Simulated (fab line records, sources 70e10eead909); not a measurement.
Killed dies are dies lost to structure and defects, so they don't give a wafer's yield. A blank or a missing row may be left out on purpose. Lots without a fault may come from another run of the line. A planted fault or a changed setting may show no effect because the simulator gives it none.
Which tool did it? | flow nand_harc | 11 lots, 31 wafers sampled, at 2 steps of a route of 1159

WHAT THE GAUGES READ, wafer by wafer
NHARC_A_ONON_D1_THK_MEAS_18: measures by ellipsometry.
lot  | measured     | on            | thk_nm (nm)
L647 | day 8 02:47  | film_metro-02 | 997 997 997
L646 | day 8 02:48  | film_metro-01 | 999 1000 998
L648 | day 8 15:38  | film_metro-02 | 1022 1021 1021
L649 | day 8 15:37  | film_metro-01 | 1015 1015 1016
L650 | day 8 15:38  | film_metro-01 | 987 990 987
L651 | day 9 01:23  | film_metro-01 | 990 992 993
L658 | day 11 04:13 | film_metro-01 | 1810 1811
L659 | day 11 03:50 | film_metro-01 | 1814 1814
L662 | day 12 00:29 | film_metro-02 | 996 997 996
L665 | day 12 21:37 | film_metro-02 | 1003 1004 1004
L668 | day 13 06:29 | film_metro-02 | 998 998 997

WHICH TOOL RAN EACH LOT (tool, then ch and the chambers of the sampled wafers, then the start)
lot  | NHARC_A_ONON_D1_DEP_16
L647 | pecvd_onon-04 ch 0, day 8 02:17
L646 | pecvd_onon-02 ch 0, day 8 02:17
L648 | pecvd_onon-02 ch 0, day 8 15:07
L649 | pecvd_onon-03 ch 0, day 8 15:06
L650 | pecvd_onon-04 ch 0, day 8 15:06
L651 | pecvd_onon-04 ch 0, day 9 00:56
L658 | pecvd_onon-03 ch 0, day 11 03:41
L659 | pecvd_onon-03 ch 0, day 11 03:20
L662 | pecvd_onon-04 ch 0, day 11 23:59
L665 | pecvd_onon-02 ch 0, day 12 21:11
L668 | pecvd_onon-04 ch 0, day 13 05:58
- NHARC_A_ONON_D1_DEP_16: target thk 1000 nm.

THE ANSWER, worked out from the rows above alone
Rule: what is usual is taken from the lots themselves. Put in order of their means at a reading, lots are off if they are a third of the lots or fewer, leave a main group of 4 or more, and stand apart from it by a gap of 3 or more times the standard deviation of the main group's means; of several such gaps the widest counts. A main group whose means are all the same, to the digits that the tables above print for the reading, isn't used. A lot without any number at a reading at which 4 lots or more have one is off too. The other lots that the step has rows for count as sound.
Off: L658, L659, at NHARC_A_ONON_D1_THK_MEAS_18 (thk_nm). The main group: mean 1001 nm, standard deviation 10.
A tool fits if, at a process step before that reading, it ran every lot that is off, and no sound lot after the first of them. The gauges at NHARC_A_ONON_D1_THK_MEAS_18 are tried like those tools. Can't be told from this: 2 tools fit, pecvd_onon-03 at NHARC_A_ONON_D1_DEP_16, film_metro-01 at NHARC_A_ONON_D1_THK_MEAS_18.

WHAT THE SIMULATOR HAD PUT IN
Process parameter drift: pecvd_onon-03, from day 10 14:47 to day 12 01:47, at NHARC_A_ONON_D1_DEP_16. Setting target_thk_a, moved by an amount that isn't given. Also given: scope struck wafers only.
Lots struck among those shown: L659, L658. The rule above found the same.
